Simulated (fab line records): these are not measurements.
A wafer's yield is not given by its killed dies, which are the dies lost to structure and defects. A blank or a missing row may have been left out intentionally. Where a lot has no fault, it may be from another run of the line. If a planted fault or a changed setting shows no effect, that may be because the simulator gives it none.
Lot-split experiment | flow n5 finfet | 21 wafers read across 7 lots, on a route 1938 steps long

## SPLIT DETAILS
At N5_WELL_APT_COAT_02 (resist thk 950 nm), the setting spin rpm was moved away from the recipe's 1357 rpm on 5 of the 21 wafers read, by -3.2% to +6.5%. For the rest of the wafers, this setting stayed at what the recipe calls for.

The reading comes from the split's own step.

## THE READING
coat_of_WELL_APT_COAT_02.thk nm (the simulator's own value, which no gauge read), in nm, at N5_WELL_APT_COAT_02 (resist thk 950 nm). No usual value for it is given in the file. Here, 16 wafers ran the recipe; their average is 949.8 nm with a standard deviation of 2.9 nm.

wafer  | tool, chamber at the split | spin rpm as run, rpm | against the recipe | coat_of_WELL_APT_COAT_02.thk nm, nm | against lot-mates on the recipe
L077.2 | litho track-01, 0          | 1445                 | +6.5%              | 915.2                               | -31.0
L077.3 | litho track-01, 0          | 1445                 | +6.5%              | 918.1                               | -28.1
L077.5 | litho track-01, 0          | 1357                 | recipe             | 946.2                               | -
L083.1 | litho track-05, 0          | 1314                 | -3.2%              | 967.5                               | +13.8
L083.4 | litho track-05, 0          | 1357                 | recipe             | 952.6                               | -
L083.5 | litho track-05, 0          | 1357                 | recipe             | 954.7                               | -
L085.1 | litho track-01, 0          | 1357                 | recipe             | 949.6                               | -
L085.2 | litho track-01, 0          | 1357                 | recipe             | 950.1                               | -
L085.4 | litho track-01, 0          | 1357                 | recipe             | 953.5                               | -
L086.3 | litho track-05, 0          | 1357                 | recipe             | 948.6                               | -
L086.4 | litho track-05, 0          | 1357                 | recipe             | 954.5                               | -
L086.6 | litho track-05, 0          | 1357                 | recipe             | 949.9                               | -
L089.1 | litho track-02, 0          | 1357                 | recipe             | 948.4                               | -
L089.5 | litho track-02, 0          | 1357                 | recipe             | 949.5                               | -
L089.6 | litho track-02, 0          | 1357                 | recipe             | 949.5                               | -
L094.2 | litho track-05, 0          | 1357                 | recipe             | 947.2                               | -
L094.3 | litho track-05, 0          | 1357                 | recipe             | 952.4                               | -
L094.4 | litho track-05, 0          | 1357                 | recipe             | 945.5                               | -
L095.1 | litho track-02, 0          | 1433                 | +5.6%              | 921.5                               | -23.8
L095.2 | litho track-02, 0          | 1433                 | +5.6%              | 924.3                               | -21.0
L095.6 | litho track-02, 0          | 1357                 | recipe             | 945.3                               | -

THE FIT
A straight line over all 21 wafers: coat_of_WELL_APT_COAT_02.thk nm changes by -5.05 nm for each +1% of spin rpm; r = -0.98; the points scatter about the line by 2.8 nm.
The same after taking each lot's own level away (the mean of its wafers on the recipe; 21 wafers): -4.33 nm for each +1%; r = -0.99; scatter 2 nm.
Per that fit: largest spin rpm move, reading shift of 28 nm.
From 945.30 to 953.65 nm: that is the span of the lots' own levels, equal to 2.9 times the standard deviation above.
Hence the slope depends on the lot-to-lot level, as the two fits are not the same.
Check: with one of the wafers moved furthest among these (+6.5%) left out of the fit, the line predicts -26.9 nm for it against its lot-mates. It came out at -31 nm against them.

## FILE'S OWN FIT
coat_of_WELL_APT_COAT_02.thk nm changes by -4.32 nm for each +1% of spin rpm, r = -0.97.
